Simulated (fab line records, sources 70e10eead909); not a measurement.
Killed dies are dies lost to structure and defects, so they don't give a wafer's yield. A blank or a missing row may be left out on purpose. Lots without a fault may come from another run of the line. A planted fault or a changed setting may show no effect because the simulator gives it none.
Chamber matching | flow nand_harc | NHARC_A_CHANNEL_FILL_D2_ALD_16 on ald_hk-02: 4 sister chambers
The step deposits SiO2, target thk 1.5 nm, pulse time 10 s, ald cycles 15. 16 wafers are shown with their chamber, then 8 later ones without.

WAFERS WITH THEIR CHAMBER
wafer  | chamber | heater_power_w (W) | precursor_pulse_height_rel
L076.2 | 0       | 461                | 1.007
L076.5 | 0       | 455                | 1.015
L076.6 | 1       | 522                | 0.985
L081.2 | 0       | 454                | 0.986
L081.3 | 2       | 539                | 0.989
L081.5 | 3       | 432                | 0.969
L084.1 | 0       | 449                | 0.992
L084.3 | 2       | 556                | 0.972
L084.6 | 3       | 436                | 0.996
L083.2 | 1       | 533                | 0.989
L083.4 | 2       | 545                | 0.983
L083.5 | 3       | 435                | 0.997
L086.1 | 3       | 444                | 1.028
L086.3 | 1       | 542                | 1.004
L086.4 | 0       | 453                | 0.979
L088.1 | 0       | 455                | 1.021

SIGNATURES (means of the wafers above)
reading                    | chamber 0 | chamber 1 | chamber 2 | chamber 3 | scatter within a chamber
heater_power_w             | 454.50    | 532.33    | 546.67    | 436.75    | 6.48
precursor_pulse_height_rel | 1.00000   | 0.99267   | 0.98133   | 0.99750   | 0.0171
Rule: a wafer's distance from a chamber is the root of the sum, over the readings, of the square of ((its reading less the chamber's mean) divided by the reading's scatter). The wafer belongs to the nearest chamber; if the next one is less than 2 further off, it can't be placed. The scatter: the root of (the sum of the squares of (reading less its chamber's mean) over the shown wafers, divided by (wafers less chambers)).

WAFERS WITHOUT THEIR CHAMBER
wafer  | heater_power_w (W) | precursor_pulse_height_rel
L088.2 | 525                | 0.982
L088.5 | 542                | 1.025
L093.2 | 548                | 1.032
L093.3 | 452                | 1.007
L093.6 | 529                | 0.989
L094.1 | 452                | 1.006
L094.3 | 527                | 1.031
L094.4 | 444                | 0.998

WHICH CHAMBER EACH WENT THROUGH
wafer  | from the rows above     | in truth
L088.2 | 1                       | 1
L088.5 | can't be placed: 1 or 2 | 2
L093.2 | can't be placed: 2 or 1 | 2
L093.3 | can't be placed: 0 or 3 | 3
L093.6 | 1                       | 1
L094.1 | can't be placed: 0 or 3 | 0
L094.3 | can't be placed: 1 or 2 | 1
L094.4 | can't be placed: 3 or 0 | 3
Placed correctly: 2 of 8. Can't be placed from these rows: 6 (the true chamber is among the candidates in 6). Placed wrongly: 0.
